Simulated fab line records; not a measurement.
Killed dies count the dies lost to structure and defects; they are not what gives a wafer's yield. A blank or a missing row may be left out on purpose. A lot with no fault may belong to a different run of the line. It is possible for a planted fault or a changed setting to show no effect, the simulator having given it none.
Lot-split experiment :: flow n5_finfet :: 21 wafers read across 7 lots, on a route 1938 steps long

## ON THE SPLIT
At N5_MOL_CONTACT_COAG_DESCUM_45 (chemistry O2, time 7 s), the setting time_s was moved away from the recipe's 7 s on 8 of the 21 wafers read, by -22.2% to +19.9%. This setting was run at the recipe's value on the other wafers.

There is no step in the file separating the split from the reading.

## THE READING
CAR-EUV_of_MOL_CONTACT_COAG_COAT_34.thk_nm (the simulator's own value, which no gauge read), in nm, at N5_MOL_CONTACT_COAG_ETCH_65 (etches underlayer in N2/H2, target depth 13 nm, time 10.4 s). The file does not state a usual value for it. Here, 13 wafers ran the recipe; their average is 24.7 nm with a standard deviation of 0.12 nm.

wafer: L076.1
tool, chamber at the split: rie_diel-05, 3
time_s as run, s: 8.392
against the recipe: +19.9%
CAR-EUV_of_MOL_CONTACT_COAG_COAT_34.thk_nm, nm: 24
against lot-mates on the recipe: -0.7

wafer: L076.2
tool, chamber at the split: rie_diel-05, 1,0
time_s as run, s: 7
against the recipe: recipe
CAR-EUV_of_MOL_CONTACT_COAG_COAT_34.thk_nm, nm: 24.8
against lot-mates on the recipe: -

wafer: L076.6
tool, chamber at the split: rie_diel-05, 1,0
time_s as run, s: 7
against the recipe: recipe
CAR-EUV_of_MOL_CONTACT_COAG_COAT_34.thk_nm, nm: 24.6
against lot-mates on the recipe: -

wafer: L081.2
tool, chamber at the split: rie_diel-02, 1
time_s as run, s: 6.39
against the recipe: -8.7%
CAR-EUV_of_MOL_CONTACT_COAG_COAT_34.thk_nm, nm: 24.8
against lot-mates on the recipe: +0.0

wafer: L081.5
tool, chamber at the split: rie_diel-02, 2
time_s as run, s: 7
against the recipe: recipe
CAR-EUV_of_MOL_CONTACT_COAG_COAT_34.thk_nm, nm: 24.8
against lot-mates on the recipe: -

wafer: L081.6
tool, chamber at the split: rie_diel-02, 1
time_s as run, s: 6.39
against the recipe: -8.7%
CAR-EUV_of_MOL_CONTACT_COAG_COAT_34.thk_nm, nm: 25
against lot-mates on the recipe: +0.2

wafer: L086.3
tool, chamber at the split: rie_diel-05, 0
time_s as run, s: 7
against the recipe: recipe
CAR-EUV_of_MOL_CONTACT_COAG_COAT_34.thk_nm, nm: 24.6
against lot-mates on the recipe: -

wafer: L086.4
tool, chamber at the split: rie_diel-05, 1
time_s as run, s: 5.487
against the recipe: -21.6%
CAR-EUV_of_MOL_CONTACT_COAG_COAT_34.thk_nm, nm: 25.2
against lot-mates on the recipe: +0.6

wafer: L086.5
tool, chamber at the split: rie_diel-05, 1
time_s as run, s: 5.487
against the recipe: -21.6%
CAR-EUV_of_MOL_CONTACT_COAG_COAT_34.thk_nm, nm: 25.4
against lot-mates on the recipe: +0.8

wafer: L089.2
tool, chamber at the split: rie_diel-02, 3,0,1
time_s as run, s: 7
against the recipe: recipe
CAR-EUV_of_MOL_CONTACT_COAG_COAT_34.thk_nm, nm: 24.8
against lot-mates on the recipe: -

wafer: L089.3
tool, chamber at the split: rie_diel-02, 3,0,1
time_s as run, s: 7
against the recipe: recipe
CAR-EUV_of_MOL_CONTACT_COAG_COAT_34.thk_nm, nm: 24.8
against lot-mates on the recipe: -

wafer: L089.4
tool, chamber at the split: rie_diel-02, 3,0,1
time_s as run, s: 7
against the recipe: recipe
CAR-EUV_of_MOL_CONTACT_COAG_COAT_34.thk_nm, nm: 24.8
against lot-mates on the recipe: -

wafer: L091.3
tool, chamber at the split: rie_diel-05, 1
time_s as run, s: 7
against the recipe: recipe
CAR-EUV_of_MOL_CONTACT_COAG_COAT_34.thk_nm, nm: 24.6
against lot-mates on the recipe: -

wafer: L091.4
tool, chamber at the split: rie_diel-05, 2
time_s as run, s: 7
against the recipe: recipe
CAR-EUV_of_MOL_CONTACT_COAG_COAT_34.thk_nm, nm: 24.8
against lot-mates on the recipe: -

wafer: L091.5
tool, chamber at the split: rie_diel-05, 0
time_s as run, s: 8.135
against the recipe: +16.2%
CAR-EUV_of_MOL_CONTACT_COAG_COAT_34.thk_nm, nm: 24.2
against lot-mates on the recipe: -0.5

wafer: L095.2
tool, chamber at the split: rie_diel-02, 0
time_s as run, s: 7
against the recipe: recipe
CAR-EUV_of_MOL_CONTACT_COAG_COAT_34.thk_nm, nm: 24.6
against lot-mates on the recipe: -

wafer: L095.4
tool, chamber at the split: rie_diel-02, 3
time_s as run, s: 7
against the recipe: recipe
CAR-EUV_of_MOL_CONTACT_COAG_COAT_34.thk_nm, nm: 24.6
against lot-mates on the recipe: -

wafer: L095.6
tool, chamber at the split: rie_diel-02, 2
time_s as run, s: 5.448
against the recipe: -22.2%
CAR-EUV_of_MOL_CONTACT_COAG_COAT_34.thk_nm, nm: 25.6
against lot-mates on the recipe: +1.0

wafer: L097.1
tool, chamber at the split: rie_diel-02, 1
time_s as run, s: 7
against the recipe: recipe
CAR-EUV_of_MOL_CONTACT_COAG_COAT_34.thk_nm, nm: 24.6
against lot-mates on the recipe: -

wafer: L097.3
tool, chamber at the split: rie_diel-02, 0
time_s as run, s: 7
against the recipe: recipe
CAR-EUV_of_MOL_CONTACT_COAG_COAT_34.thk_nm, nm: 24.4
against lot-mates on the recipe: -

wafer: L097.6
tool, chamber at the split: rie_diel-02, 1
time_s as run, s: 6.094
against the recipe: -12.9%
CAR-EUV_of_MOL_CONTACT_COAG_COAT_34.thk_nm, nm: 25.2
against lot-mates on the recipe: +0.7
Where a row lists several chambers, the file gives one row for several wafers and doesn't say which wafer went through which chamber.

FIT RESULTS
A straight line over all 21 wafers: CAR-EUV_of_MOL_CONTACT_COAG_COAT_34.thk_nm changes by -0.0329 nm for each +1% of time_s; r = -0.94; the points scatter about the line by 0.13 nm.
The same after taking each lot's own level away (the mean of its wafers on the recipe; 21 wafers): -0.0355 nm for each +1%; r = -0.95; scatter 0.13 nm.
On that fit, the largest move of time_s shifts the reading by 0.79 nm.
Across the lots, their own levels run from 24.50 to 24.80 nm, a range of 2.4 times the standard deviation given above.
Consequently the slope shifts little with the lot-to-lot level, the two slopes agreeing.
Check: +0.728 nm against its lot-mates is what the line predicts for one of the wafers moved furthest among these (-22.2%) when that wafer is left out of the fit. It came out at +1 nm against them.

## THE WHOLE CHAIN: every reading that the file lists as answering this split, in the file's order
step: N5_MOL_CONTACT_COAG_DESCUM_45
what it does: chemistry O2, time 7 s
reading: CAR-EUV_of_MOL_CONTACT_COAG_COAT_34.thk_nm (the simulator's own value, which no gauge read)
change (the file's fit): -0.0324 nm for each +1% of the setting
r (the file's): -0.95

step: N5_MOL_CONTACT_COAG_ETCH_65
what it does: etches underlayer in N2/H2, target depth 13 nm, time 10.4 s
reading: CAR-EUV_of_MOL_CONTACT_COAG_COAT_34.thk_nm (the simulator's own value, which no gauge read)
change (the file's fit): -0.0372 nm for each +1% of the setting
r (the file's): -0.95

## THE FILE'S OWN FIT
CAR-EUV_of_MOL_CONTACT_COAG_COAT_34.thk_nm changes by -0.0372 nm for each +1% of time_s, r = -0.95.
